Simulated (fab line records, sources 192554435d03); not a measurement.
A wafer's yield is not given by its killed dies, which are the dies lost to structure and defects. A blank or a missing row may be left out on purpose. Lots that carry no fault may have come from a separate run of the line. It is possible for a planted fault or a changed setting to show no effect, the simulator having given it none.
fab line records | flow n5Finfet
record: lots: 3 wafers: 9 lastDay: 17
route steps=1938 shown BEOL_M10@1500 BEOL_M11@1536 BEOL_M15@1830
lots untouched by any fault: they come from a run of this same line in which no faults occurred
startH: the number of hours between the record's first day and the start of the first shown wafer of the lot | waitH: how many hours have passed since the lot's step before this one | " same as the row above | L1.1+2: several wafers, shown together as one row | - no value present, or no start provided | * or withheld: withheld | < > ~ a bound
route shown NAME@n: names a module that has steps shown in the file, with the first one's number in the route | usual: mean/standard deviation taken from wafers without a fault | same: alike in all rows | chamber/n: place in a boat | sites: the reading at each site | _std_site: standard deviation across them | _edge_site: mean of outer sites minus mean of inner sites | radiusMm: for every site, how far away it sits from the centre of the wafer | mask NAME#n: copy n | behind: the most recent tool/chamber to have shaped the wafer | hold: why the lot went on hold/how many hours it stayed there/how the hold came to an end | device: transistor that didn't switch, given as n, p or np | end of line: at the end of the route, the tests of the same wafers | for a step that has no rows: nothing shown but its recipe | killed: dies lost to structure and defects at the first sort, not the wafer's yield | map: a wafer's dies, x killed, . not, _ none there
set.NAME: the setting the step ran with; set.NAME@STEP: the setting that earlier step ran with | model.NAME: the simulator's own value behind a step, which no gauge read
certain route steps with their lots: each step a table, each wafer a row
services: the hour from which a tool's chamber was out of use, counted from the record's first day as startH (under 0 if before that day), plus the number of hours and why
== steps ==
step: N5_BEOL_M10_PEB_26
recipe: pebTempC: withheld pebTimeS: 60 resist: CAR-ArF
step: N5_BEOL_M10_DEVELOP_27
recipe: developTimeS: 30 developer: TMAH resist: CAR-ArF rinseLiquid: diw dry: airSpin devTempC: 23
step: N5_BEOL_M10_DESCUM_33
recipe: chemistry: O2 timeS: 7.9 sourcePowerW: 50 biasPowerW: 20 pressureMtorr: 20 rfFrequencyHz: 2.712e+07 tempC: 40 resist: CAR-ArF o2FlowSccm: 225
step: N5_BEOL_M10_ETCH_65
recipe: chemistry: CF4 target: SiARC targetDepthA: 390 maskMaterial: CAR-ArF timeS: 65 ionEnergyEv: 80 pressureMtorr: 40 sourceW: 545 biasW: 36 Ar_flow_sccm: 100 cf4FlowSccm: 100 ends: cleared
step: N5_BEOL_M10_ETCH_66
recipe: chemistry: N2/H2 target: SOC targetDepthA: 1200 overetchA: 240 maskMaterial: SiARC tempC: 40 timeS: 180 ionEnergyEv: 200 pressureMtorr: 30 sourceW: 840 biasW: 150 n2FlowSccm: 200 h2FlowSccm: 200
step: N5_BEOL_M10_STRIP_69
recipe: chemistry: N2/H2 tempC: 40 n2FlowSccm: 200 h2FlowSccm: 200 rfFrequencyHz: 6e+07
step: N5_BEOL_M10_VIA_ETCH_34
recipe: chemistry: C4F6/O2 target: SiCOH_lowk targetDepthA: 1845 maskMaterial: SOC taperDeg: 4 timeS: 69.2 ionEnergyEv: 250 pressureMtorr: 30 sourceW: 345 biasW: 185 Ar_flow_sccm: 300 C4F6_flow_sccm: 10 O2_flow_sccm: 10
step: N5_BEOL_M10_STRIP_73
recipe: chemistry: C4F6/O2 resist: SiARC rfFrequencyHz: 6e+07
step: N5_BEOL_M10_STRIP_36
recipe: chemistry: N2/H2 powerW: 450 tempC: 40 pressureMtorr: 20 rfFrequencyHz: 6e+07 overashFraction: 0.3 biasPowerW: 7 h2Frac: 0.5 n2FlowSccm: 200 h2FlowSccm: 200
step: N5_BEOL_M10_TRENCH_ETCH_37
recipe: chemistry: C4F6/O2 targetDepthA: 1488.3 target: SiCOH_lowk timeS: 48 ionEnergyEv: 250 pressureMtorr: 30 sourceW: 345 biasW: 185 Ar_flow_sccm: 300 C4F6_flow_sccm: 10 O2_flow_sccm: 10
usual: drypumpMotorCurrentA: 5.8/0.33 oes_ar_750_au: 0.82/0.061 oes_f_703_au: 0.82/0.061 oes_o_777_au: 0.83/0.064 oesProductAu: 0.83/0.065 rfFwdPowerW: 341.2/1.3 rfVppV: 673/12 showerheadPlenumPTorr: 2.89/0.071 throttleValvePct: 20.86/0.27
columns lot.wafer tool chamber startH waitH drypumpMotorCurrentA oes_ar_750_au oes_f_703_au oes_o_777_au oesProductAu rfFwdPowerW rfHoursCounterH rfVppV showerheadPlenumPTorr throttleValvePct model.BEOL_M10.featureDepthNm model.etch.depthNm model.TiN_of_BEOL_M10_HM_DEP_02.thkNm
L518.3 rieDiel-02 0 241.35 - 6.0 0.83 0.82 0.83 0.82 342.0 80 671 2.87 20.74 148 148.1 15.8
L518.4 " 3 " " 5.5 0.85 0.86 0.87 0.84 341.9 42 660 2.91 20.54 146.4 146.4 15.8
L518.6 " 1 " " 5.5 0.70 0.70 0.71 0.71 341.2 - 666 2.94 21.39 147 146.9 15.8
L525.1 rieDiel-06 3 298.35 - 5.4 0.67 0.66 0.65 0.65 342.1 248 681 2.80 21.31 143 143 16.2
L525.2 " 2 " " 5.7 0.83 0.82 0.82 0.82 342.0 84 669 2.76 20.86 148.6 148.6 16.2
L525.4 " 1 " " 6.5 0.83 0.83 0.84 0.85 343.4 57 680 2.88 21.06 148.4 148.4 16
L537.1 rieDiel-02 0 356.96 - 6.0 1.02 1.36 1.27 0.88 549.4 122 532 2.86 20.83 178.4 178.5 15.2
L537.3 " 1 " " 5.5 0.92 0.92 0.93 0.93 341.8 15 665 2.92 21.16 149.4 149.4 16.2
L537.6 " 0 " " 6.0 1.03 1.36 1.27 0.88 548.6 - 531 2.86 20.84 178.6 178.5 15.4
step: N5_BEOL_M10_ETCH_41
recipe: chemistry: CH3F/O2 target: SiCN targetDepthA: 426 taperDeg: 2 timeS: 86 ionEnergyEv: 120 maskMaterial: TiN pressureMtorr: 30 sourceW: 395 biasW: 75 Ar_flow_sccm: 150 CH3F_flow_sccm: 30 O2_flow_sccm: 20
step: N5_BEOL_M10_STRIP_77
recipe: chemistry: N2/H2 timeS: 10 powerW: 450 tempC: 40 pressureMtorr: 20 rfFrequencyHz: 6e+07 biasPowerW: 7 n2FlowSccm: 200 h2FlowSccm: 200
step: N5_BEOL_M10_OCD_MEAS_38
usual: trenchDepthNm: 148.8/2.2
columns lot.wafer tool chamber startH waitH trenchDepthNm
L518.3 ocd-02 - 241.53 - 147.5
L518.4 " - " " 146.4
L518.6 " - " " 146.8
L525.1 ocd-02 - 298.53 - 142.8
L525.2 " - " " 148.8
L525.4 " - " " 148.4
L537.1 ocd-02 - 357.15 - 178.3
L537.3 " - " " 149.3
L537.6 " - " " 178.3
step: N5_BEOL_M10_HM_STRIP_39
recipe: chemistry: peroxideTinStrip material: TiN targetDepthA: 250 tempC: 50 timeS: 158
step: N5_BEOL_M10_SRD_40
recipe: timeS: 30 tempC: 23 rinseLiquid: diw dry: ipaMarangoni
step: N5_BEOL_M10_PRECLEAN_42
recipe: chemistry: residueRemover timeS: 60 tempC: 40
step: N5_BEOL_M10_SRD_43
recipe: timeS: 30 tempC: 23 rinseLiquid: diw dry: ipaMarangoni
step: N5_BEOL_M10_CURE_72
recipe: tempC: 370 timeS: 120 ambient: DMADMS/He material: SiCOH_lowk
step: N5_BEOL_M10_DEGAS_44
recipe: ambient: vacuum tempC: 250 timeS: 60
step: N5_BEOL_M10_PRE_CLEAN_45
recipe: gas: H2/He timeS: 30 tempC: 250
step: N5_BEOL_M10_ALD_74
recipe: material: TaN targetThkA: 20 tempC: 275 aldPrecursorFamily: PDMAT aldCoReactant: NH3 pressureTorr: 3 carrierFlowSccm: 1500 pulseTimeS: 2 purgeTimeS: 3 coReactantPurgeTimeS: 2 coReactantPulseTimeS: 3 aldCycles: 40 precursorVesselTempC: 75 precursorVesselPressureTorr: 26.25 precursorVesselCarrierSccm: 1000
step: N5_BEOL_M10_SURFACE_TREAT_76
recipe: gas: Ar timeS: * ionEnergyEv: * ionCurrentMaCm2: 0.5 pressureMtorr: * arFlowSccm: 30
step: N5_BEOL_M10_CVD_75
recipe: material: Co targetThkA: 20 tempC: withheld precursor: CCTBA/H2 pressureTorr: 30 timeS: 138.9
step: N5_BEOL_M10_SPUTTER_48
recipe: material: Cu targetThkA: 120 tempC: -20 biasV: 60 powerW: 26000 chamberPressurePa: 0.13 timeS: 2
step: N5_BEOL_M10_ECD_50
recipe: material: Cu targetThkA: 3180
step: N5_BEOL_M10_ANNEAL_51
recipe: tempC: 225 timeS: 90 ambient: N2
step: N5_BEOL_M10_CMP_52
recipe: stopOn: SiCOH_lowk tOverpolishS: 7 downForcePsi: 1 platenRpm: 50 clearingPlatenDownForcePsi: 1.5 clearingPlatenRpm: 50 postCmpClean: cuAlkaline targetThkNm: 140 clearingPlatenPadVelocityMS: 0.99484 padVelocityMS: 0.99484
usual: barrierFieldEndpointS: 29.0/0.7 motorCurrentA: 6.1/0.53 overpolishRunS: 7.001/0.0088 timeToEndpointS: 66/3.3
columns lot.wafer tool chamber startH waitH barrierFieldEndpointS motorCurrentA overpolishRunS timeToEndpointS model.Cu_of_BEOL_M10_ECD_50.thkNm
L518.3 cmp-02 0 243.48 0.2 29.3 6.3 7.002 68 141
L518.4 " 1 " " 29.5 6.6 6.995 69 137.4
L518.6 " 0 " " 29.8 6.6 7.010 71 138.8
L525.1 cmp-01 1 301.05 0.3 28.4 6.1 7.001 64 133
L525.2 " 3 " " 28.6 5.8 7.006 66 140.2
L525.4 " 0 " " 29.7 6.1 7.000 69 140.6
L537.3 cmp-02 2 359.35 0.3 28.8 5.8 7.001 66 138.2
L537.1 " 0 " " 30.3 6.3 6.988 75 170.6
L537.6 " 3 " " 30.8 6.2 7.013 70 170.2
step: N5_BEOL_M10_THK_MEAS_53
recipe: thkMeasGauge: xrf reads: Cu_of_BEOL_M10_ECD_50
usual: M10_THK: 139.9/2.7
columns lot.wafer tool chamber startH waitH M10_THK[nm]
L518.3 filmMetro-02 - 243.78 - 140.3
L518.4 " - " " 136.4
L518.6 " - " " 138.6
L525.1 filmMetro-01 - 301.34 - 133.4
L525.2 " - " " 140.4
L525.4 " - " " 141.4
L537.1 filmMetro-02 - 359.65 - 171.9
L537.3 " - " " 139.0
L537.6 " - " " 171.0
step: N5_BEOL_M10_PRE_CLEAN_55
recipe: gas: NH3 timeS: 15 tempC: withheld rfPowerW: 300
step: N5_BEOL_M10_DEP_56
recipe: material: SiCN targetThkA: 150 tempC: withheld precursor: 3MS/NH3 pressureTorr: 3 rfW: 202 timeS: 26.5
step: N5_BEOL_M10_RS_MEAS_57
recipe: thkMeasGauge: four-point-probe reads: Cu_of_BEOL_M10_ECD_50+Co_of_BEOL_M10_CVD_75+TaN_of_BEOL_M10_ALD_74
usual: M10_RS: 0.1511/0.0028
columns lot.wafer tool chamber startH waitH M10_RS[ohm/sq]
L518.3 filmMetro-02 - 243.91 0.1 0.1500
L518.4 " - " " 0.1545
L518.6 " - " " 0.1522
L525.1 filmMetro-01 - 301.48 0.1 0.1594
L525.2 " - " " 0.1508
L525.4 " - " " 0.1501
L537.1 filmMetro-02 - 359.78 0.1 0.1218
L537.3 " - " " 0.1534
L537.6 " - " " 0.1221
step: N5_BEOL_M11_ILD_DEP_00
recipe: material: SiCOH_lowk targetThkA: 3085.1 tempC: 300 precursor: DEMS/porogen pressureTorr: 5 rfW: 500 timeS: 58
step: N5_BEOL_M11_CURE_71
recipe: tempC: 385 timeS: 240 ambient: He/Ar material: SiCOH_lowk
step: N5_BEOL_M11_PECVD_70
recipe: material: SiO2 targetThkA: 200 tempC: 400 precursor: TEOS/O2 pressureTorr: 5.5 rfW: 450 teosFlowSccm: 53.8 gas: O2 flowSccm: 3000 timeS: 22.7
step: N5_BEOL_M11_HM_DEP_02
recipe: material: TiN targetThkA: 200 tempC: 25 chamberPressurePa: 0.49996
step: N5_BEOL_M11_COAT_59
recipe: resist: SOC tempC: 250 timeS: 60 spinRpm: 1500 resistThkNm: 100
step: N5_BEOL_M15_RC_MEAS_101
usual: COMB_M11: 1.39e-11/2.9e-12 COMB_M12: 5.5e-12/1.1e-12 COMB_M13: 4.3e-12/9.2e-13 COMB_M13_max_site: 6.2e-12/1.5e-12 COMB_M14: 3.2e-12/6.5e-13 COMB_M14_max_site: 5e-12/1.3e-12 COMB_M15: 1.9e-12/4.7e-13 COMB_M5: 3.6e-11/7.2e-12 COMB_M6: 2.5e-11/5.1e-12 COMB_M7: 2.5e-11/5.3e-12 COMB_M8: 2.5e-11/5.2e-12 COMB_M9: 1.4e-11/3.1e-12 SERP_M10: 3.08/0.068 SERP_M10_max_site: 3.17/0.076 SERP_M11: 3.09/0.079 SERP_M12: 0.637/0.018 SERP_M13: 0.306/0.0064 SERP_M14: 0.1614/0.0028 SERP_M5: 39.5/1.8 SERP_M6: 13.9/0.52 SERP_M7: 13.8/0.54 SERP_M8: 13.8/0.52 SERP_M9: 3.05/0.1
columns lot.wafer tool chamber startH waitH COMB_M11[S/m] COMB_M12[S/m] COMB_M13[S/m] COMB_M13_max_site[S/m] COMB_M14[S/m] COMB_M14_max_site[S/m] COMB_M15[S/m] COMB_M5[S/m] COMB_M6[S/m] COMB_M7[S/m] COMB_M8[S/m] COMB_M9[S/m] SERP_M10[ohm/um] SERP_M10_max_site[ohm/um] SERP_M11[ohm/um] SERP_M12[ohm/um] SERP_M13[ohm/um] SERP_M14[ohm/um] SERP_M5[ohm/um] SERP_M6[ohm/um] SERP_M7[ohm/um] SERP_M8[ohm/um] SERP_M9[ohm/um]
L518.3 prober-02 0 288.99 0.3 1.25e-11 8e-12 5.5e-12 6.9e-12 4e-12 4.8e-12 2.8e-12 3.6e-11 2.5e-11 2.2e-11 2.1e-11 1.3e-11 3.07 3.18 3.16 0.622 0.294 0.1622 40.3 14.1 13.8 13.2 3.02
L518.4 " 0 " " 1.36e-11 6.3e-12 4.6e-12 6.4e-12 2.5e-12 3.3e-12 1.6e-12 3.2e-11 2.2e-11 2.5e-11 2.4e-11 2.5e-11 3.20 3.26 3.11 0.648 0.312 0.1598 36.1 13.3 14.2 13.0 3.01
L518.6 " 0 " " 1.12e-11 5.5e-12 4.3e-12 7.3e-12 2.6e-12 3.6e-12 2.5e-12 4.2e-11 2.3e-11 1.3e-11 1.7e-11 1.3e-11 3.08 3.18 3.13 0.623 0.306 0.1638 40.3 13.7 14.4 13.3 3.02
L525.1 prober-02 0 345.33 0.0 1.46e-11 7.7e-12 6.2e-12 7.4e-12 4.3e-12 6.8e-12 2.7e-12 4.1e-11 2.2e-11 2.3e-11 2.7e-11 1.7e-11 3.20 3.32 3.15 0.641 0.314 0.1587 35.0 13.2 12.9 13.9 3.11
L525.2 " 0 " " 1.68e-11 6.4e-12 5.7e-12 7.1e-12 3.1e-12 6e-12 3e-12 3e-11 2.7e-11 2.9e-11 2.8e-11 1.7e-11 3.06 3.22 3.01 0.639 0.305 0.1582 37.6 14.0 13.2 14.9 2.99
L525.4 " 0 " " 1.4e-11 5.5e-12 4.7e-12 9.8e-12 4e-12 5.5e-12 2.1e-12 4.6e-11 3e-11 2.8e-11 2.6e-11 1.5e-11 3.03 3.14 3.09 0.622 0.306 0.1600 37.4 13.2 14.7 14.7 3.01
L537.1 prober-02 0 393.73 0.0 1.19e-11 3.7e-12 3.7e-12 4.7e-12 3.2e-12 3.8e-12 2.9e-12 2.9e-11 3.4e-11 2e-11 3.1e-11 1.5e-11 2.51 2.58 3.04 0.651 0.317 0.1613 42.9 14.2 13.4 14.3 3.04
L537.3 " 0 " " 1.27e-11 4.6e-12 4.5e-12 5.9e-12 3.6e-12 4.2e-12 1.8e-12 2.9e-11 2.9e-11 2.7e-11 3.5e-11 2e-11 3.16 3.18 3.01 0.626 0.313 0.1626 42.5 13.3 13.3 15.0 3.07
L537.6 " 0 " " 1.56e-11 6.3e-12 6.6e-12 9e-12 4.9e-12 7e-12 2.2e-12 3.9e-11 1.9e-11 2.8e-11 4.1e-11 2.1e-11 2.49 2.53 3.11 0.666 0.316 0.1614 43.2 14.6 13.3 13.3 2.94
sites SERP_M10 radiusMm=0,75,75,75,75,140,140,140,140
L518.3 3.18 3.10 3.11 3.07 3.11 2.92 2.98 2.93 2.89
L525.1 3.11 3.20 3.15 3.11 3.21 3.32 3.27 3.19 3.31
L537.1 2.58 2.51 2.56 2.51 2.52 2.40 2.42 2.37 2.44
== services ==
columns tool chamber startH hours kind
rieDiel-02 0 219.88 3.8 repair
cmp-01 - 221.30 2.3 repair
cmp-01 - 268.13 1.9 repair
cmp-01 - 289.09 4.0 pm
cmp-01 - 293.09 - consumableReplace:conditioner
cmp-01 - 293.09 - consumableReplace:pad
cmp-02 - 297.12 0.5 repair
rieDiel-02 1 302.20 - clean
rieDiel-02 1 302.20 - consumableReplace:focusRing
rieDiel-02 1 302.20 17.0 scheduledDown
rieDiel-02 1 302.20 17.0 ventCycle
rieDiel-06 3 303.32 - clean
rieDiel-06 3 303.32 - consumableReplace:focusRing
rieDiel-06 3 303.32 15.4 scheduledDown
rieDiel-06 3 303.32 15.4 ventCycle
cmp-02 - 321.56 0.3 repair
rieDiel-02 3 350.59 13.3 repair
== key ==
firstSign: step: N5_BEOL_M10_TRENCH_ETCH_37 reading: rfFwdPowerW direction: up sigmas: 99+ usual: * struck: *
effect: step: N5_BEOL_M10_TRENCH_ETCH_37 reading: rfVppV direction: down sigmas: 12 usual: 673 struck: 532
effect: step: N5_BEOL_M10_OCD_MEAS_38 reading: trenchDepthNm direction: up sigmas: 14 usual: 148.8 struck: 178.3
effect: step: N5_BEOL_M10_THK_MEAS_53 reading: M10_THK direction: up sigmas: 12 usual: 139.9 struck: 171.5
effect: step: N5_BEOL_M10_RS_MEAS_57 reading: M10_RS direction: down sigmas: 10 usual: 0.1511 struck: 0.1219
effect: step: N5_BEOL_M15_RC_MEAS_101 reading: SERP_M10 direction: down sigmas: 8.4 usual: 3.08 struck: 2.50
modelEffect: step: N5_BEOL_M10_TRENCH_ETCH_37 value: BEOL_M10.featureDepthNm without: 148.6 struck: 178.5
modelEffect: step: N5_BEOL_M10_CMP_52 value: Cu_of_BEOL_M10_ECD_50.thkNm without: 140.6 struck: 170.4
metAt N5_BEOL_M10_TRENCH_ETCH_37
struckWafers L537.1,L537.6
onsetBetween 241.35 356.96
fault: kind: processParameterDrift tool: rieDiel-02 chamber: 0 onsetH: 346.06 steps: N5_BEOL_M10_TRENCH_ETCH_37 channel: sourceW offset: 207 shape: step endH: 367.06 actsIn: theseRecipesOnly stated: 345
